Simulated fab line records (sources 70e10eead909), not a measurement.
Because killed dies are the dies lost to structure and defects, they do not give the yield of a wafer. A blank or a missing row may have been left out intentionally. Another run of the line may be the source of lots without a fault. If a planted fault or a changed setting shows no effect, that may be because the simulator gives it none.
Which tool was responsible? + flow nand-harc + Sampling: 7 lots, 21 wafers, 2 of 1302 route steps

== WHAT THE GAUGES READ, wafer by wafer ==
NHARC_THIN_TSV_THK_MEAS_02: measures by ir.
| lot  | measured     | on            | thk-nm (nm)    |
|------|--------------|---------------|----------------|
| L471 | day 24 11:26 | film-metro-02 | 3008 2478 2604 |
| L473 | day 25 18:25 | film-metro-01 | 2752 2848 2948 |
| L477 | day 26 20:47 | film-metro-02 | 2776 2896 2859 |
| L480 | day 28 11:12 | film-metro-02 | 3579 3224 3268 |
| L487 | day 32 01:28 | film-metro-01 | 3166 2939 3044 |
| L490 | day 32 10:44 | film-metro-02 | 2932 3205 2780 |
| L491 | day 32 13:06 | film-metro-02 | 3171 3243 3376 |

== WHICH TOOL RAN EACH LOT (tool, then ch and the chambers of the sampled wafers, then the start) ==
| lot  | NHARC_A_BONDPAD_PRE_CLEAN_26            |
|------|-----------------------------------------|
| L471 | pvd-sputter-01, day 24 11:26 or earlier |
| L473 | pvd-sputter-02, day 25 18:25 or earlier |
| L477 | pvd-sputter-01, day 26 20:47 or earlier |
| L480 | pvd-sputter-01, day 28 11:12 or earlier |
| L487 | pvd-sputter-02, day 32 01:28 or earlier |
| L490 | pvd-sputter-01, day 32 10:44 or earlier |
| L491 | pvd-sputter-03, day 32 13:06 or earlier |
- NHARC_A_BONDPAD_PRE_CLEAN_26: time 30 s.

== THE ANSWER, worked out from the rows above alone ==
Rule: what is usual is taken from the lots themselves. The widest of any qualifying gaps counts: lots, ordered by their means at a reading, are off when they make up no more than a third of the lots, leave a main group of 4 or more, and stand apart from it by 3 or more times the standard deviation of that group's means. A main group is skipped when, at the precision printed for the reading in the tables above, its means are all equal. A lot without any number at a reading at which 4 lots or more have one is off too. All remaining lots with rows at the step are treated as sound.
No lot is off on any of the readings shown, so nothing can be concluded from this.

== WHAT THE SIMULATOR PUT IN ==
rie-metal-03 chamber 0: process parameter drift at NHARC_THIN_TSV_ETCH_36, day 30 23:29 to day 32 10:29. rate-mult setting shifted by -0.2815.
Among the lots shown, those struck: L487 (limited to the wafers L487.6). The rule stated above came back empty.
